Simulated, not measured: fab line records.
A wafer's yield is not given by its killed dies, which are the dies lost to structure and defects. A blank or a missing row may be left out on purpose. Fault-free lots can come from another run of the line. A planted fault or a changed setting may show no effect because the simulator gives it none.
A struck lot beside a sound one ; flow nandHarc ; 15 out of 1302 route steps
Sound: wafers L280.2, L280.5, L280.6. Wafers struck: L285.2, L285.3, L285.4. The cause is named last.
Each step with rows lists, per side, the tool, then ch with its chambers, then its first start. Under that, the readings that differ: sound wafers ; struck wafers ; difference of the means ; sigmas: that difference in standard deviations of wafers without a fault.
alike: a reading whose means differ by less than 2 such deviations, as well as words and numbers matching on both sides. not compared: withheld readings; readings where some wafer has no value; bounds like >300 that might hide an equal value; numbers whose values overlap and for which the record gives no deviation.
A row with sigmas, a row that says differs or no value, or rows on one side alone: a step with any of these is where the two part. Numbers that don't overlap but have no deviation are shown without sigmas and don't part them. A reading missing from all wafers of one side parts the sides only when that side holds two or more wafers.

first, 1 step without rows for these wafers: NHARC_A_CHANNEL_HOLE_D1_STRIP_43 (strips in O2/COS).
NHARC_A_CHANNEL_HOLE_D1_ETCH_44: etches the open film in CF4/O2, target depth 140 nm, overetch 14 nm, time 77 s.
  sound on rieDiel-10 ch 1,2, day 10 17:37; struck on rieDiel-02 ch 0,1,3, day 13 05:50
  alike: biasW, drypumpMotorCurrentA, oesProductAu, rfVppV, showerheadPlenumPTorr, throttleValvePct
  not compared: rfHoursCounterH
NHARC_A_CHANNEL_HOLE_D1_STRIP_27: strips in O2.
  sound on rieDiel-10 ch 0,3; struck on rieDiel-02 ch 0,2,3
  alike: drypumpMotorCurrentA, oesProductAu, rfVppV, showerheadPlenumPTorr, throttleValvePct
  not compared: rfHoursCounterH
then, 2 steps without rows for these wafers: NHARC_A_CHANNEL_HOLE_D1_PRECLEAN_28 (cleans in SC1); NHARC_A_CHANNEL_HOLE_D1_SRD_29.
NHARC_A_CHANNEL_HOLE_D1_CD_MEAS_30:
  sound: cdSem-01 at day 10 18:24; struck: cdSem-03 at day 13 06:38
  alike: cdNm
NHARC_A_CHANNEL_HOLE_D1_XSEM_31:
  sound on xsem-01 ch 0, day 10 18:29; struck on xsem-02 ch 0, day 13 06:44
reading;sound;struck;difference;sigmas
botCdNm (nm);72.5 73.8 75.0;74.7 76.1 76.5;+2.0;+2
bowNm (nm);9.12 9.07 8.99;8.47 8.47 8.56;-0.56;-3
  alike: tiltDeg
NHARC_A_CHANNEL_HOLE_D1_INSPECT_40:
  sound: defectInspect-02 at day 10 18:36; struck: defectInspect-02 at day 13 06:50
  alike: rawDefectCount
then, 2 steps without rows for these wafers: NHARC_A_CHANNEL_FILL_D1_PRECLEAN_00 (cleans in SC1); NHARC_A_CHANNEL_FILL_D1_SRD_01.
NHARC_A_CHANNEL_FILL_D1_ALD_02: deposits SiO2, target thk 6 nm, pulse time 10 s, ald cycles 60.
  sound on aldHk-01 ch 0,3, day 10 18:47; struck on aldHk-04 ch 0,2,3, day 13 07:06
  alike: aldCycles, heaterPowerW, precursorPulseHeightRel
then, 1 step without rows for these wafers: NHARC_A_CHANNEL_FILL_D1_ALD_03 (deposits SiNx, target thk 6 nm, pulse time 60 s, ald cycles 58).
NHARC_A_CHANNEL_FILL_D1_ALD_14: deposits SiO2, target thk 2.5 nm, pulse time 10 s, ald cycles 25.
  sound on aldHk-04 ch 0,1,3, day 11 01:57; struck on aldHk-04 ch 0,2,3, day 13 14:04
reading;sound;struck;difference;sigmas
aldCycles;25 25 25;28 28 28;+3;
  alike: heaterPowerW, precursorPulseHeightRel
NHARC_A_CHANNEL_FILL_D1_ALD_15: deposits SiNx, target thk 2 nm, pulse time 60 s, ald cycles 19.
  sound on aldSinBatch-03 ch 0; struck on aldSinBatch-01 ch 0
  alike: aldCycles, precursorPulseHeightRel
-- break in the record here, with 16 days between the starts of the struck wafers on either side (left off in module A_CHANNEL_FILL_D1, picked up again in module END, where the first step shown is number 1302 on the route) --
NHARC_END_SORT_01:
  at this point the record logs the struck wafers (prober-01 ch 0, day 29 10:29) and has no rows for the sound ones

## WHERE THEY PART
Earliest at NHARC_A_CHANNEL_HOLE_D1_XSEM_31; latest, in this record, at NHARC_END_SORT_01.

WHY: whatever the simulator had introduced
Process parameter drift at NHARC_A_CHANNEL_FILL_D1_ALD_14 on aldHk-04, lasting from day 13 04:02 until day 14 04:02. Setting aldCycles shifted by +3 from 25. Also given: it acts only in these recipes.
